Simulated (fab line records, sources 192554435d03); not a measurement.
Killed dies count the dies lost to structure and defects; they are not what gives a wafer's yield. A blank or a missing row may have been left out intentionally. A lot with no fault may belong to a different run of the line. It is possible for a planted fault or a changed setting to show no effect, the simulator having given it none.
fab line records -- flow n5-finfet
[record] lots = 11, wafers = 30, last-day = 17
route steps=1938 shown GATE_CUT@465 MIM_BOT_ETCH@1868 PASSIVATION@1909
lots with no fault: from the same line, run without faults
start-h: hours from the record's opening day to when the first of the lot's shown wafers began -- wait-h: time in hours since the lot's previous step -- " unchanged from the row above -- L1.1+2: one row covering several wafers at once -- - either no value or no given start -- * or withheld: withheld -- < > ~ a bound
route shown NAME@n: a module of which the file shows steps, and the number in the route of the first -- usual: mean/standard deviation taken from wafers without a fault -- same: alike in all rows -- chamber/n: place in a boat -- sites: each site's reading -- _std_site: the values' standard deviation -- _edge_site: inner sites' mean taken away from outer sites' mean -- radius-mm: for every site, how far away it sits from the centre of the wafer -- mask NAME#n: copy n -- behind: the last tool/chamber to shape the wafer -- hold: cause of the lot's hold/its duration in hours/its outcome -- device: names the non-switching transistor (n, p or np) -- end of line: tests run on the same wafers once the route is complete -- step lacking rows: just its recipe -- killed: not the wafer's yield, but the dies lost to structure and defects at the first sort -- map: a wafer's dies, marking killed ones x, the rest . and places with no die _
set.NAME: setting as actually run; set.NAME@STEP: the setting as run at that earlier step -- model.NAME: the simulator's own value behind a step, which no gauge read
one table for each step of the route and one row for each wafer, over a sample of lots
services: when a tool's chamber went out of use (start-h, in hours from the record's first day, below 0 if earlier), for how many hours, and the reason
[[steps]]
[step N5_GATE_CUT_ETCHBACK_00]
[recipe] chemistry = SF6/Cl2, target = W, pressure-mtorr = 8, icp-w = 900, bias-w = 80, SF6_flow_sccm = 40, Cl2_flow_sccm = 60
[usual] drypump-motor-current-A = 5.9/0.44, oes-product-au = 0.80/0.11, throttle-valve-pct = 27.26/0.21
lot.wafer,tool,chamber,start-h,wait-h,drypump-motor-current-A,oes-product-au,rf-hours-counter-h,throttle-valve-pct
L964.1,rie-metal-02,1,97.78,0.0,5.8,0.90,7,27.30
L964.3,rie-metal-02,0,97.78,0.0,6.6,0.87,-,27.03
L964.6,rie-metal-02,1,97.78,0.0,5.8,0.89,-,27.30
L965.1,rie-metal-03,0,107.37,0.0,5.3,0.92,11,27.04
L965.6,rie-metal-03,0,107.37,0.0,5.3,0.91,-,27.06
L966.1,rie-metal-02,1,112.60,0.0,5.8,0.88,8,27.30
L966.3,rie-metal-02,1,112.60,0.0,5.8,0.89,-,27.31
L966.6,rie-metal-02,0,112.60,0.0,6.6,0.86,-,27.02
L968.2,rie-metal-02,0,122.32,0.0,6.6,0.86,18,27.02
L968.3,rie-metal-02,0,122.32,0.0,6.6,0.86,-,27.05
L968.5,rie-metal-02,1,122.32,0.0,5.8,0.88,-,27.32
L970.4,rie-metal-02,0,136.87,0.1,6.6,0.85,-,27.04
L970.5,rie-metal-02,0,136.87,0.1,6.6,0.85,-,27.02
L971.2,rie-metal-02,0,138.78,0.0,6.6,0.85,19,27.04
L971.3,rie-metal-02,1,138.78,0.0,5.8,0.87,-,27.32
L971.5,rie-metal-02,1,138.78,0.0,5.8,0.86,-,27.32
L972.3,rie-metal-02,0,146.56,0.1,6.6,0.84,-,27.03
L972.4,rie-metal-02,1,146.56,0.1,5.8,0.86,-,27.32
L972.6,rie-metal-02,1,146.56,0.1,5.8,0.86,-,27.30
L977.1,rie-metal-03,1,174.62,0.0,5.6,0.64,115,27.62
L977.2,rie-metal-03,0,174.62,0.0,5.3,0.89,17,27.06
L977.5,rie-metal-03,1,174.62,0.0,5.6,0.64,-,27.62
L979.2,rie-metal-01,0,187.74,0.0,5.9,0.75,52,27.42
L979.5,rie-metal-01,1,187.74,0.0,5.6,0.97,-,27.25
L979.6,rie-metal-01,0,187.74,0.0,5.9,0.74,-,27.41
L983.1,rie-metal-01,0,218.01,0.0,5.9,0.74,54,27.42
L983.3,rie-metal-01,0,218.01,0.0,5.8,0.73,-,27.40
L983.4,rie-metal-01,1,218.01,0.0,5.5,0.92,-,27.25
L984.5,rie-metal-02,0,224.72,0.1,6.6,0.81,-,27.04
L984.6,rie-metal-02,1,224.72,0.1,5.8,0.83,-,27.32
[step N5_MIM_BOT_ETCH_ETCH_00]
[recipe] chemistry = Cl2/BCl3, target = TiN, target-depth-a = 455, ion-energy-ev = 150, pressure-mtorr = 10, icp-w = 1000, bias-w = 126, Cl2_flow_sccm = 53.25, bcl3-flow-sccm = 21.75, Ar_flow_sccm = 25
[usual] drypump-motor-current-A = 5.9/0.45, oes-product-au = 0.80/0.057, throttle-valve-pct = 21.76/0.094
lot.wafer,tool,chamber,start-h,wait-h,drypump-motor-current-A,oes-product-au,rf-hours-counter-h,throttle-valve-pct
L968.2,rie-metal-02,1,294.91,0.1,5.8,0.78,25,21.84
L968.3,rie-metal-02,1,294.91,0.1,5.8,0.79,-,21.83
L968.5,rie-metal-02,0,294.91,0.1,6.6,0.79,-,21.63
L964.1,rie-metal-01,1,295.09,0.1,5.6,0.88,10,21.73
L964.3,rie-metal-01,1,295.09,0.1,5.5,0.88,-,21.73
L964.6,rie-metal-01,1,295.09,0.1,5.5,0.87,-,21.74
L965.1,rie-metal-03,0,296.64,0.1,5.3,0.81,28,21.71
L965.6,rie-metal-03,0,296.64,0.1,5.3,0.82,-,21.72
L966.1,rie-metal-02,0,300.76,0.1,6.6,0.80,35,21.64
L966.3,rie-metal-02,1,300.76,0.1,5.8,0.79,-,21.83
L966.6,rie-metal-02,1,300.76,0.1,5.8,0.79,-,21.82
L971.2,rie-metal-01,0,323.02,0.1,5.9,0.72,64,21.78
L971.3,rie-metal-01,0,323.02,0.1,5.9,0.72,-,21.74
L971.5,rie-metal-01,0,323.02,0.1,5.9,0.72,-,21.77
L970.4,rie-metal-02,1,323.22,0.1,5.8,0.77,-,21.85
L970.5,rie-metal-02,1,323.22,0.1,5.8,0.78,-,21.83
L972.3,rie-metal-03,0,333.57,0.1,5.3,0.80,-,21.72
L972.4,rie-metal-03,1,333.57,0.1,5.6,0.96,-,21.94
L972.6,rie-metal-03,1,333.57,0.1,5.6,0.97,-,21.93
L977.1,rie-metal-02,1,348.67,0.1,5.8,0.77,31,21.84
L977.2,rie-metal-02,0,348.67,0.1,6.6,0.77,40,21.66
L977.5,rie-metal-02,1,348.67,0.1,5.8,0.77,-,21.86
L979.2,rie-metal-03,0,385.60,0.1,5.3,0.78,37,21.74
L979.5,rie-metal-03,1,385.60,0.1,5.6,0.91,-,21.97
L979.6,rie-metal-03,0,385.60,0.1,5.3,0.78,-,21.74
L983.1,rie-metal-02,0,391.89,0.1,6.6,0.75,44,21.67
L983.3,rie-metal-02,1,391.89,0.1,5.8,0.76,-,21.87
L983.4,rie-metal-02,0,391.89,0.1,6.6,0.76,-,21.66
L984.5,rie-metal-03,0,392.16,0.1,5.3,0.77,-,21.74
L984.6,rie-metal-03,1,392.16,0.1,5.6,0.92,-,21.95
[step N5_MIM_BOT_ETCH_STRIP_01]
[recipe] chemistry = O2, power-w = 600, temp-c = 60, pressure-mtorr = 30, rf-frequency-hz = 6e+07, bias-power-w = 0, overash-fraction = 0.5, o2-flow-sccm = 225
[usual] drypump-motor-current-A = 5.7/0.58, oes-product-au = 0.81/0.085, rf-vpp-V = 3.8/1.5, showerhead-plenum-p-Torr = 2.11/0.083, throttle-valve-pct = 16.71/0.22
lot.wafer,tool,chamber,start-h,wait-h,drypump-motor-current-A,oes-product-au,rf-hours-counter-h,rf-vpp-V,showerhead-plenum-p-Torr,throttle-valve-pct
L968.2,rie-diel-05,2,295.05,0.1,5.3,0.80,97,2.6,2.12,16.37
L968.3,rie-diel-05,1,295.05,0.1,5.3,0.86,46,2.9,2.20,16.70
L968.5,rie-diel-05,2,295.05,0.1,5.2,0.81,-,1.6,2.12,16.40
L964.1,rie-diel-05,0,295.24,0.1,4.8,0.92,35,2.4,2.25,16.71
L964.3,rie-diel-05,2,295.24,0.1,5.3,0.82,97,4.8,2.12,16.40
L964.6,rie-diel-05,1,295.24,0.1,5.3,0.86,-,6.0,2.20,16.66
L965.1,rie-diel-04,0,296.90,0.2,6.7,0.69,225,3.9,2.14,16.65
L965.6,rie-diel-04,1,296.90,0.2,5.9,0.92,-,3.2,2.16,17.00
L966.1,rie-diel-04,3,300.93,0.1,6.2,0.74,167,4.7,2.00,16.93
L966.3,rie-diel-04,0,300.93,0.1,6.7,0.71,227,5.3,2.14,16.69
L966.6,rie-diel-04,0,300.93,0.1,6.7,0.70,-,2.3,2.14,16.74
L971.2,rie-diel-06,1,323.16,0.1,4.8,0.97,2,3.2,2.03,16.41
L971.3,rie-diel-06,3,323.16,0.1,5.9,0.76,154,4.4,2.10,16.77
L971.5,rie-diel-06,3,323.16,0.1,5.9,0.76,-,2.9,2.10,16.80
L970.4,rie-diel-05,1,323.34,0.1,5.3,0.84,-,3.1,2.20,16.67
L970.5,rie-diel-05,2,323.34,0.1,5.3,0.79,-,3.9,2.11,16.43
L972.3,rie-diel-04,2,333.98,0.4,5.7,0.83,61,3.2,2.02,16.55
L972.4,rie-diel-04,0,333.98,0.4,6.7,0.67,240,6.3,2.13,16.77
L972.6,rie-diel-04,1,333.98,0.4,5.9,0.87,-,2.5,2.16,16.97
L977.1,rie-diel-04,3,348.89,0.2,6.2,0.72,187,3.1,1.99,17.00
L977.2,rie-diel-04,1,348.89,0.2,5.9,0.86,42,3.1,2.15,16.99
L977.5,rie-diel-04,2,348.89,0.2,5.7,0.83,-,1.5,2.02,16.53
L979.2,rie-diel-04,3,385.74,0.1,6.2,0.71,201,4.2,1.99,17.06
L979.5,rie-diel-04,2,385.74,0.1,5.7,0.83,-,5.8,2.02,16.65
L979.6,rie-diel-04,1,385.74,0.1,5.9,0.84,-,5.0,2.15,17.00
L983.1,rie-diel-04,3,392.36,0.4,6.2,0.72,204,4.9,1.99,17.03
L983.3,rie-diel-04,0,392.36,0.4,6.7,1.01,1,0.8,2.13,16.32
L983.4,rie-diel-04,2,392.36,0.4,5.6,0.83,83,4.9,2.02,16.62
L984.5,rie-diel-04,0,392.42,0.2,6.7,0.98,-,5.4,2.13,16.34
L984.6,rie-diel-04,3,392.42,0.2,6.3,0.71,-,5.0,1.99,16.98
[step N5_PASSIVATION_AL_ETCH_33]
[recipe] chemistry = Cl2/BCl3, target-depth-a = 28000, over-etch-frac = 0.15, Cl2_flow_sccm = 180, bcl3-flow-sccm = 60, target = Al, stop-on = TaN, time-s = 466.7, ion-energy-ev = 100, pressure-mtorr = 10, icp-w = 900, bias-w = 100
[usual] drypump-motor-current-A = 5.8/0.37, oes-product-au = 0.73/0.062, throttle-valve-pct = 34.08/0.23
lot.wafer,tool,chamber,start-h,wait-h,drypump-motor-current-A,oes-product-au,rf-hours-counter-h,throttle-valve-pct
L964.1,rie-metal-03,0,300.74,0.1,5.3,0.75,29,33.84
L964.3,rie-metal-03,0,300.74,0.1,5.4,0.74,-,33.85
L964.6,rie-metal-03,0,300.74,0.1,5.3,0.73,-,33.88
L968.2,rie-metal-01,0,301.25,0.1,5.9,0.65,61,34.10
L968.3,rie-metal-01,0,301.25,0.1,5.9,0.65,-,34.06
L968.5,rie-metal-01,0,301.25,0.1,5.9,0.65,-,34.10
L965.1,rie-metal-02,0,301.98,0.1,6.6,0.71,35,33.73
L965.6,rie-metal-02,1,301.98,0.1,5.8,0.74,-,34.35
L966.1,rie-metal-02,1,304.56,0.1,5.8,0.72,27,34.39
L966.3,rie-metal-02,0,304.56,0.1,6.6,0.71,-,33.69
L966.6,rie-metal-02,1,304.56,0.1,5.8,0.74,-,34.34
L970.4,rie-metal-03,0,327.04,0.2,5.3,0.75,-,33.82
L970.5,rie-metal-03,0,327.04,0.2,5.4,0.74,-,33.84
L971.2,rie-metal-02,0,327.07,0.1,6.6,0.72,38,33.64
L971.3,rie-metal-02,1,327.07,0.1,5.8,0.72,-,34.37
L971.5,rie-metal-02,0,327.07,0.1,6.6,0.71,-,33.67
L972.3,rie-metal-01,0,338.61,0.2,5.8,0.65,-,34.06
L972.4,rie-metal-01,1,338.61,0.2,5.6,0.77,-,34.22
L972.6,rie-metal-01,1,338.61,0.2,5.5,0.77,-,34.22
L977.1,rie-metal-01,1,353.14,0.1,5.6,0.76,17,34.21
L977.2,rie-metal-01,1,353.14,0.1,5.6,0.76,-,34.24
L977.5,rie-metal-01,1,353.14,0.1,5.6,0.75,-,34.24
L979.2,rie-metal-03,0,390.62,0.1,5.4,0.73,38,33.86
L979.5,rie-metal-03,0,390.62,0.1,5.4,0.71,-,33.87
L979.6,rie-metal-03,1,390.62,0.1,5.7,0.84,-,34.29
L983.1,rie-metal-01,1,395.38,0.1,5.6,0.74,22,34.27
L983.3,rie-metal-01,0,395.38,0.1,5.8,0.64,-,34.08
L983.4,rie-metal-01,1,395.38,0.1,5.5,0.73,-,34.28
L984.5,rie-metal-02,0,395.81,0.3,6.6,0.69,-,33.70
L984.6,rie-metal-02,1,395.81,0.3,5.8,0.70,-,34.39
[step N5_PASSIVATION_PROBE_49]
[usual] defect-limited-yield = 91.4/1.5, killed_at_M0_to_M3 = 36/11, killed_at_M4_up = 14/6, killed-at-contacts = 11/6, killed-at-front-end = 37/11, killed-at-other = 4/3.4, killed-dies = 102/18, killed-open = 66/13, killed-short = 34/7.8, sort_bin_4_leakage = 0.00/0.017, sort_bin_5_function = 5.0/0.97, sort_bin_6_memory = 3.2/0.7, sort_bin_8_speed = 0.0/0.38, sort-n-pass = 1078/19, sort-yield-pct = 91.3/1.6
[same] gross-dies = 1180, killed-at-back-side = 0
lot.wafer,tool,chamber,start-h,wait-h,defect-limited-yield[%],killed_at_M0_to_M3,killed_at_M4_up,killed-at-contacts,killed-at-front-end,killed-at-other,killed-dies,killed-open,killed-short,sort_bin_4_leakage[%],sort_bin_5_function[%],sort_bin_6_memory[%],sort_bin_8_speed[%],sort-n-pass,sort-yield-pct[%]
L971.2,prober-01,-,332.22,0.1,77.7,67,11,6,179,0,263,85,40,0,14.0,5.3,0,917,77.7
L971.3,prober-01,-,332.27,0.1,90.8,33,14,8,45,8,108,74,28,0,5.3,3.3,0,1072,90.8
L971.5,prober-01,-,332.37,0.2,88.6,40,4,4,77,9,134,95,39,0.08,6.3,4.7,0,1045,88.6
L970.4,prober-02,-,332.58,0.2,80.3,47,13,7,161,5,233,62,27,0,12.8,4.1,0,947,80.3
L970.5,prober-02,-,332.63,0.2,81.5,37,7,7,165,2,218,52,17,0,11.5,3.6,0,962,81.5
L972.3,prober-02,-,343.39,0.1,81.8,25,8,7,171,4,215,43,28,0,10.9,4.3,0,965,81.8
L972.4,prober-02,-,343.44,0.2,93.6,25,6,9,34,1,75,47,28,0.08,3.4,2.7,0,1104,93.6
L972.6,prober-02,-,343.54,0.3,93.3,33,13,9,22,2,79,47,24,0,4.1,2.5,0,1101,93.3
// killed by level:class
L971.2 GATE_CUT:unspecified=138 BEOL_M1:geometric-particle:open=17 BEOL_M2:geometric-particle:open=13 FIN_SAQP:geometric-particle:open=12 FIN_SAQP:geometric-particle:short=10 BEOL_M0_SAQP:geometric-particle:open=10 BEOL_M0_SAQP:geometric-particle:short=9 BEOL_M3:geometric-particle:open=8
L971.3 FIN_SAQP:geometric-particle:open=13 BEOL_M2:geometric-particle:open=10 BEOL_M1:geometric-particle:open=8 BEOL_M4:geometric-particle:open=8 DUMMY_GATE:geometric-particle:open=7 MOL_CONTACT_COAG:geometric-particle:open=6 PASS1_CAP:geometric-particle:short=6 HKMG_FIN:area-etch=5
L971.5 FIN_SAQP:geometric-particle:open=33 BEOL_M1:geometric-particle:open=16 FIN_SAQP:geometric-particle:short=15 BEOL_M2:geometric-particle:open=11 STI_FIN_REVEAL:geometric-particle:open=10 DUMMY_GATE:geometric-particle:open=8 GATE_CUT:geometric-particle:short=6 BEOL_M2:geometric-particle:short=5
L970.4 GATE_CUT:unspecified=143 BEOL_M0_SAQP:geometric-particle:open=12 BEOL_M0_SAQP:geometric-particle:short=10 MOL_CONTACT_COAG:geometric-particle:open=7 FIN_SAQP:geometric-particle:open=6 BEOL_M2:geometric-particle:open=6 FIN_SAQP:geometric-particle:short=5 BEOL_M1:geometric-particle:open=5
L970.5 GATE_CUT:unspecified=146 BEOL_M0_SAQP:geometric-particle:open=14 BEOL_M3:geometric-particle:open=8 MOL_CONTACT_COAG:geometric-particle:open=5 BEOL_M0_SAQP:geometric-particle:short=5 STARTING-WAFER:geometric-particle:open=4 DUMMY_GATE:geometric-particle:open=3 BEOL_M0:geometric-particle:open=3
L972.3 GATE_CUT:unspecified=143 FIN_SAQP:geometric-particle:open=12 BEOL_M2:geometric-particle:open=8 MOL_CONTACT_COAG:geometric-particle:open=6 BEOL_M1:geometric-particle:short=5 FIN_SAQP:geometric-particle:short=4 BEOL_M1:geometric-particle:open=4 SPACER0:geometric-particle:short=3
L972.4 FIN_SAQP:geometric-particle:open=7 BEOL_M0_SAQP:geometric-particle:short=6 MOL_CONTACT_COAG:geometric-particle:open=5 BEOL_M2:geometric-particle:open=5 STI_FIN_REVEAL:geometric-particle:open=4 GATE_CUT:geometric-particle:short=4 GATE_CUT:geometric-particle:open=4 MOL_CONTACT_COAG:geometric-particle:short=4
L972.6 MOL_CONTACT_COAG:geometric-particle:open=6 BEOL_M0_SAQP:geometric-particle:short=6 BEOL_M1:geometric-particle:open=6 BEOL_M2:geometric-particle:open=6 BEOL_M0_SAQP:geometric-particle:open=5 STI_FIN_REVEAL:geometric-particle:open=4 DUMMY_GATE:geometric-particle:open=4 BEOL_M3:geometric-particle:open=4
[[services]]
tool,chamber,start-h,hours,kind
rie-diel-04,0,138.65,5.3,repair
rie-diel-06,0,147.08,5.7,repair
rie-metal-01,1,155.69,-,clean
rie-metal-01,1,155.69,22.2,scheduled-down
rie-metal-01,1,155.69,22.2,vent-cycle
rie-metal-02,-,156.51,1.4,pm
rie-diel-04,2,159.67,-,clean
rie-diel-04,2,159.67,-,consumable-replace:focus-ring
rie-diel-04,2,159.67,21.8,scheduled-down
rie-metal-03,-,228.42,2.8,pm
rie-diel-04,1,235.62,8.8,repair
rie-diel-05,3,239.05,115.1,repair
rie-metal-03,-,264.48,1.2,repair
rie-metal-03,1,268.04,-,clean
rie-metal-03,1,268.04,34.8,scheduled-down
rie-metal-03,1,268.04,34.8,vent-cycle
rie-metal-03,0,269.77,1.1,repair
rie-metal-01,0,279.32,6.2,repair
rie-diel-06,0,336.10,14.8,repair
rie-metal-02,-,339.41,0.4,repair
rie-diel-05,0,345.00,5.6,repair
rie-metal-01,0,351.79,6.4,repair
rie-metal-01,0,360.48,17.6,repair
rie-diel-05,-,384.77,1.2,repair
[[key]]
[first-sign] step = N5_PASSIVATION_PROBE_49, reading = killed-at-front-end, direction = up, sigmas = 11, usual = 37, struck = 169
[effect] step = N5_PASSIVATION_PROBE_49, reading = defect-limited-yield, direction = down, sigmas = 7.3, usual = 91.4, struck = 80.3
[more-kills-born-at] N5_GATE_CUT_ETCHBACK_00@rie-metal-02 = 570
met-at N5_GATE_CUT_ETCHBACK_00
struck-lots L970,L971,L972
struck-wafers L970.4,L970.5,L971.2,L972.3
not-acting-at N5_MIM_BOT_ETCH_ETCH_00,N5_MIM_BOT_ETCH_STRIP_01,N5_PASSIVATION_AL_ETCH_33
onset-between 122.32 136.87
[fault] kind = chamber-particle-source, tool = rie-metal-02, chamber = 0, onset-h = 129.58, steps = N5_GATE_CUT_ETCHBACK_00, rate-per-visit-cm2 = 1.3938, end-h = 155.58
